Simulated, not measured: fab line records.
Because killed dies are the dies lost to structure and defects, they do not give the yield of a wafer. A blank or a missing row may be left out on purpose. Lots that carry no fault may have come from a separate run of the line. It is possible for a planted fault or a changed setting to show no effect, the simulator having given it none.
Which tool was responsible? | flow nandHarc | Sampling: 12 lots, 36 wafers, 6 of 1302 route steps

== WHAT THE GAUGES READ, wafer by wafer ==
NHARC_P_M0_INSPECT_27.
lot  | measured     | on               | rawDefectCount
L886 | day 6 08:03  | defectInspect-02 | 227 264 378
L888 | day 7 08:16  | defectInspect-02 | 235 225 327
L889 | day 7 16:32  | defectInspect-02 | 480 372 254
L891 | day 8 10:46  | defectInspect-01 | 495 857 474
L892 | day 8 22:55  | defectInspect-02 | 584 345 440
L893 | day 9 12:26  | defectInspect-02 | 242 190 278
L895 | day 10 08:59 | defectInspect-02 | 253 114 342
L898 | day 11 13:00 | defectInspect-02 | 358 479 242
L900 | day 12 03:56 | defectInspect-01 | 248 177 187
L905 | day 14 13:57 | defectInspect-01 | 185 187 203
L907 | day 15 08:35 | defectInspect-01 | 250 192 451
L908 | day 15 15:47 | defectInspect-01 | 433 267 235

NHARC_P_M1_CD_MEAS_09: the cd target is 130 nm.
lot  | measured     | on       | cdNm (nm)
L886 | day 6 09:26  | cdSem-01 | 131.4 132.0 131.2
L888 | day 7 09:41  | cdSem-01 | 130.5 130.7 131.1
L889 | day 7 17:47  | cdSem-01 | 128.8 129.7 131.0
L891 | day 8 12:10  | cdSem-03 | 131.0 131.7 130.7
L892 | day 9 00:18  | cdSem-03 | 121.8 120.7 121.1 121.6 120.7 120.8
L893 | day 9 13:50  | cdSem-01 | 129.3 129.6 130.5
L895 | day 10 10:26 | cdSem-03 | 122.8 123.4 123.1 123.0 123.4 123.3
L898 | day 11 14:24 | cdSem-02 | 130.1 129.8 130.7
L900 | day 12 05:20 | cdSem-02 | 131.1 130.5 130.3
L905 | day 14 15:20 | cdSem-03 | 130.6 129.8 129.5
L907 | day 15 09:59 | cdSem-02 | 130.1 129.8 129.6
L908 | day 15 17:11 | cdSem-03 | 129.9 131.5 130.6

NHARC_P_M1_INSPECT_11.
lot  | measured     | on               | rawDefectCount
L886 | day 6 09:34  | defectInspect-01 | 6 10 6
L888 | day 7 09:49  | defectInspect-02 | 5 6 3
L889 | day 7 17:55  | defectInspect-01 | 4 8 8
L891 | day 8 12:18  | defectInspect-01 | 4 10 6
L892 | day 9 05:16  | defectInspect-01 | 3 5 1
L893 | day 9 13:58  | defectInspect-02 | 3 4 9
L895 | day 10 12:12 | defectInspect-01 | 6 4 3
L898 | day 11 14:31 | defectInspect-01 | 7 2 4
L900 | day 12 05:28 | defectInspect-01 | 8 6 3
L905 | day 14 15:29 | defectInspect-01 | 3 1 3
L907 | day 15 10:07 | defectInspect-01 | 6 5 2
L908 | day 15 17:18 | defectInspect-01 | 2 6 2

NHARC_END_SORT_01.
lot  | measured     | on        | defectLimitedYield (%) | killedAtArray | killedAtOther | killedAtPeriphery | killedDies  | killedOpen | killedShort
L888 | day 24 23:29 | prober-01 | 95 95 96               | 29 25 24      | 1 0 0         | 6 7 4             | 36 32 28    | 7 4 3      | 3 4 2
L892 | day 27 02:58 | prober-01 | 84 82 84               | 94 118 99     | 0 0 0         | 11 5 8            | 105 123 107 | 0 8 4      | 2 2 2
L895 | day 28 19:53 | prober-01 | 92 92 92               | 48 50 54      | 1 0 0         | 4 2 3             | 53 52 57    | 5 0 3      | 2 2 3
L900 | day 30 15:26 | prober-01 | 95 96 94               | 26 23 39      | 0 0 0         | 5 4 4             | 31 27 43    | 3 5 6      | 3 2 0
L905 | day 33 04:27 | prober-01 | 93 94 92               | 44 38 50      | 3 1 1         | 2 0 2             | 49 39 53    | 5 1 2      | 1 4 1

== EACH LOT AND THE TOOL THAT RAN IT (in order: tool; ch and the chambers of the sampled wafers; start) ==
lot  | NHARC_P_M0_DEGAS_28         | NHARC_P_M1_EXPOSE_06
L886 | pvdSputter-01, day 6 06:30  | arfiScanner-01 ch 0, day 6 09:19
L888 | pvdSputter-02, day 7 06:32  | arfiScanner-01 ch 0, day 7 09:33
L889 | pvdSputter-03, day 7 14:59  | arfiScanner-01 ch 0, day 7 17:39
L891 | pvdSputter-01, day 8 09:13  | arfiScanner-02 ch 0, day 8 12:02
L892 | pvdSputter-02, day 8 21:22  | arfiScanner-01 ch 0, day 9 00:10
L893 | pvdSputter-01, day 9 10:52  | arfiScanner-02 ch 0, day 9 13:42
L895 | pvdSputter-01, day 10 07:26 | arfiScanner-01 ch 0, day 10 10:17
L898 | pvdSputter-02, day 11 11:25 | arfiScanner-03 ch 0, day 11 14:16
L900 | pvdSputter-03, day 12 02:23 | arfiScanner-02 ch 0, day 12 05:12
L905 | pvdSputter-02, day 14 12:22 | arfiScanner-02 ch 0, day 14 15:13
L907 | pvdSputter-02, day 15 07:01 | arfiScanner-02 ch 0, day 15 09:51
L908 | pvdSputter-02, day 15 14:14 | arfiScanner-03 ch 0, day 15 17:02
- NHARC_P_M0_DEGAS_28: time 60 s.
- NHARC_P_M1_EXPOSE_06: exposes mask P M1, target cd 130 nm.

== AS READ BY THE TOOLS THEMSELVES (means over the sampled wafers that have a number; for cases with no such wafer, the mark the record gives instead) ==
NHARC_P_M0_DEGAS_28.
lot  | tool          | heaterPowerW (W)
L886 | pvdSputter-01 | 366
L888 | pvdSputter-02 | 323
L889 | pvdSputter-03 | 339
L891 | pvdSputter-01 | 363
L892 | pvdSputter-02 | 322
L893 | pvdSputter-01 | 353
L895 | pvdSputter-01 | 358
L898 | pvdSputter-02 | 314
L900 | pvdSputter-03 | 337
L905 | pvdSputter-02 | 338
L907 | pvdSputter-02 | 337
L908 | pvdSputter-02 | 328

NHARC_P_M1_EXPOSE_06.
lot  | tool           | exposureDoseMJCm2
L886 | arfiScanner-01 | 81.73
L888 | arfiScanner-01 | 81.89
L889 | arfiScanner-01 | 81.76
L891 | arfiScanner-02 | 81.84
L892 | arfiScanner-01 | 70.40
L893 | arfiScanner-02 | 81.85
L895 | arfiScanner-01 | 72.59
L898 | arfiScanner-03 | 81.67
L900 | arfiScanner-02 | 81.89
L905 | arfiScanner-02 | 81.80
L907 | arfiScanner-02 | 81.80
L908 | arfiScanner-03 | 81.77

== THE ANSWER, worked out from the rows above alone ==
Rule: the usual values come from the lots themselves. Put in order of their means at a reading, lots are off if they are a third of the lots or fewer, leave a main group of 4 or more, and stand apart from it by a gap of 3 or more times the standard deviation of the main group's means; of several such gaps the widest counts. A main group is skipped when, at the precision printed for the reading in the tables above, its means are all equal. A lot without any number at a reading at which 4 lots or more have one is off too. Any other lot the step has rows for is counted as sound. After the gauges, taken in route order, come the tools' own readings; for these a lot's mean is taken, as printed above. The first step at which some lot is off is used, and at that step the reading that is off furthest; a lot without a number counts as furthest.
Off at NHARC_P_M1_CD_MEAS_09 (cdNm): L892, L895. The main group: mean 130.4 nm, standard deviation 0.57.
If a tool, at a process step before that reading, ran all the lots that are off and no sound lot after the first of them, it fits. Not tried: the gauges at NHARC_P_M1_CD_MEAS_09; whatever is off there is also off at NHARC_P_M1_EXPOSE_06, on other tools, and gauge error can't account for it. One fits: NHARC_P_M1_EXPOSE_06 on arfiScanner-01. A fault onset in the window from L889 (day 7 17:39, its last sound lot) to L892 (day 9 00:10, its first lot off) fits.
The tool's own readings at NHARC_P_M1_EXPOSE_06 bear it out: on the lots that are off they differ by more than 5 times the standard deviation of the sound lots' means. exposureDoseMJCm2 reads 71.50 there against 81.80 on the sound lots.

== WHAT THE SIMULATOR PUT IN ==
Process parameter drift: arfiScanner-01, from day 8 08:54 on, at NHARC_P_M1_EXPOSE_06. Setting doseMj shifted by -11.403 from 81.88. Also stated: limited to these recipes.
Lots struck among those shown: L892, L895. The rule above found the same.
